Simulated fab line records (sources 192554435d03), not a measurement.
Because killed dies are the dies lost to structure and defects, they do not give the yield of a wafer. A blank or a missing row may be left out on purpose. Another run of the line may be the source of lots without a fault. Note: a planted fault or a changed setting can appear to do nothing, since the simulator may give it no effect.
One fault through the eyes of 2 desks + flow n5-finfet + numbers are kept per desk, each desk with only its own; the story behind them comes last

THE METROLOGY DESK
Means of the sampled wafers that have a number, per lot and without regard to the tool the lot ran on: this is what the gauges read. The brackets show how far a lot's mean lies from the usual mean; more than 4 standard deviations puts the lot out of limits, marked OUT.
Columns: A = cd-nm at N5_BEOL_M11_CD_MEAS_28, usual 70.3 nm
| lot  | first seen here | A               |
|------|-----------------|-----------------|
| L646 | day 11 03:25    | 70.0            |
| L644 | day 11 03:47    | 69.2            |
| L645 | day 11 04:20    | 71.4            |
| L651 | day 12 16:05    | 70.4            |
| L652 | day 12 17:26    | 70.5            |
| L653 | day 13 02:43    | 70.5            |
| L654 | day 13 12:07    | 70.7            |
| L657 | day 14 11:25    | 70.4            |
| L662 | day 15 09:49    | 66.3 (-4.4) OUT |
| L665 | day 16 10:46    | 69.4            |
| L666 | day 16 20:21    | 69.9            |
This desk finds L662 out of limits, L662 being first, at day 15 09:49 (cd-nm at N5_BEOL_M11_CD_MEAS_28). Within limits: L646, L644, L645, L651, L652, L653, L654, L657, L665, L666.

THE DEFECT DESK
For each lot, the counts of the inspections along the route, averaged over the sampled wafers that have a number. The brackets show how far a lot's mean lies from the usual mean; more than 4 standard deviations puts the lot out of limits, marked OUT.
Columns: A = raw-defect-count at N5_BEOL_M11_INSPECT_13, usual 425
| lot  | first seen here | A   |
|------|-----------------|-----|
| L646 | day 11 02:28    | 565 |
| L644 | day 11 02:43    | 461 |
| L645 | day 11 03:24    | 296 |
| L651 | day 12 15:00    | 405 |
| L652 | day 12 16:20    | 312 |
| L653 | day 12 23:41    | 286 |
| L654 | day 13 11:10    | 388 |
| L657 | day 14 08:40    | 519 |
| L662 | day 15 08:52    | 436 |
| L665 | day 16 09:49    | 414 |
| L666 | day 16 18:04    | 487 |
This desk's finding: nothing out of limits on any of the 11 lots.

ALL TOGETHER
Metrology desk: alarm possible at day 15 09:49 on L662.
The defect desk saw nothing out of limits.
The defect desk has L662 on record, within its limits.
The lots listed all ran N5_BEOL_M11_PEB_26 on litho-track-03.

WHAT THE SIMULATOR HAD INSERTED
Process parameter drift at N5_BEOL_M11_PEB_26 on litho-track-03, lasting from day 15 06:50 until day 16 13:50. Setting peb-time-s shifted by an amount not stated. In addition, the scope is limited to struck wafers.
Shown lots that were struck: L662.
Time in hours between the start of the fault and the first out-of-limits reading at each desk: metrology desk, 3.
